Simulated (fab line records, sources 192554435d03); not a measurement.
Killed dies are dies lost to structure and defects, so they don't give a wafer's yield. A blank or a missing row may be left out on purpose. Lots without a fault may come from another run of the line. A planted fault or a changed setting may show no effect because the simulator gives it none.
Split-lot experiment | flow n5_finfet | 7 lots, 21 wafers read, on a route of 1938 steps

THE SPLIT
At N5_MIM_TOP_LITHO_EXPOSE_05 (exposes mask MIM TOP, target cd 2000 nm), the setting dose_mj was moved away from the recipe's 20.5 on 7 of the 21 wafers read, by -5.2% to +7.0%. The other wafers ran this setting at the recipe's value.

FROM THE SPLIT TO THE READING: what the file shows between them, 3 steps
- N5_MIM_TOP_LITHO_PEB_06
- N5_MIM_TOP_LITHO_DEVELOP_07: develop time 60 s
- N5_MIM_TOP_LITHO_HARDBAKE_09: time 120 s

THE READING
cd_nm, in nm, at N5_MIM_TOP_LITHO_CD_MEAS_08 (target cd 2000 nm). Fault-free wafers of this fab line usually give 2000.1 nm, standard deviation 1.6 nm.

wafer  | tool, chamber at the split | dose_mj as run | against the recipe | cd_nm, nm | against lot-mates on the recipe
L078.1 | krf_scanner-01, 0          | 19.93          | -2.8%              | 2005.3    | +6.5
L078.4 | krf_scanner-01, 0          | 20.5           | recipe             | 2000.9    | -
L078.5 | krf_scanner-01, 0          | 20.5           | recipe             | 1996.7    | -
L081.2 | krf_scanner-01, 0          | 20.5           | recipe             | 1999.5    | -
L081.3 | krf_scanner-01, 0          | 21.66          | +5.7%              | 1992.7    | -6.8
L081.5 | krf_scanner-01, 0          | 21.66          | +5.7%              | 1989.5    | -10.0
L080.3 | krf_scanner-02, 0          | 20.5           | recipe             | 2000.5    | -
L080.4 | krf_scanner-02, 0          | 19.57          | -4.5%              | 2008.7    | +8.2
L080.6 | krf_scanner-02, 0          | 19.57          | -4.5%              | 2009.8    | +9.3
L088.1 | krf_scanner-02, 0          | 21.94          | +7.0%              | 1985.1    | -14.6
L088.3 | krf_scanner-02, 0          | 20.5           | recipe             | 1999.8    | -
L088.5 | krf_scanner-02, 0          | 20.5           | recipe             | 1999.5    | -
L091.1 | krf_scanner-02, 0          | 20.5           | recipe             | 1999.4    | -
L091.2 | krf_scanner-02, 0          | 20.5           | recipe             | 2001.8    | -
L091.6 | krf_scanner-02, 0          | 20.5           | recipe             | 2000.6    | -
L093.1 | krf_scanner-01, 0          | 20.5           | recipe             | 2001.9    | -
L093.2 | krf_scanner-01, 0          | 20.5           | recipe             | 1998.1    | -
L093.4 | krf_scanner-01, 0          | 20.5           | recipe             | 2001.0    | -
L096.2 | krf_scanner-01, 0          | 19.44          | -5.2%              | 2010.2    | +11.2
L096.5 | krf_scanner-01, 0          | 20.5           | recipe             | 2000.3    | -
L096.6 | krf_scanner-01, 0          | 20.5           | recipe             | 1997.7    | -

THE FIT
A straight line over all 21 wafers: cd_nm changes by -1.89 nm for each +1% of dose_mj; r = -0.97; the points scatter about the line by 1.6 nm.
The same after taking each lot's own level away (the mean of its wafers on the recipe; 21 wafers): -1.87 nm for each +1%; r = -0.97; scatter 1.5 nm.
On that fit, the largest move of dose_mj shifts the reading by 13 nm.
The lots' own levels span 1998.80 to 2000.60 nm, that is 1.1 times the standard deviation above.
So the lot-to-lot level changes the slope little: the two slopes agree.
Check: with one of the wafers moved furthest among these (+7.0%) left out of the fit, the line predicts -12.1 nm for it against its lot-mates. It came out at -14.6 nm against them.

OTHER SPLITS ON THESE WAFERS
These wafers also went through other splits before the reading. Each is held against what the fit with the lots' levels taken away leaves over:
other split on the same wafers    | wafers away from the commonest value | r with cd_nm (lot level and that fit taken away)
N5_BEOL_M12_SPUTTER_45 time_s     | 6                                    | +0.32
N5_BEOL_M13_CMP_49 down_force_psi | 7                                    | -0.03
N5_BEOL_M14_ILD_DEP_00 time_s     | 5                                    | -0.10
N5_BEOL_M15_ETCH_61 bias_w        | 3                                    | -0.07
N5_BEOL_M15_TRENCH_ETCH_34 bias_w | 7                                    | +0.07

THE FILE'S OWN FIT
cd_nm changes by -1.95 nm for each +1% of dose_mj, r = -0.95.
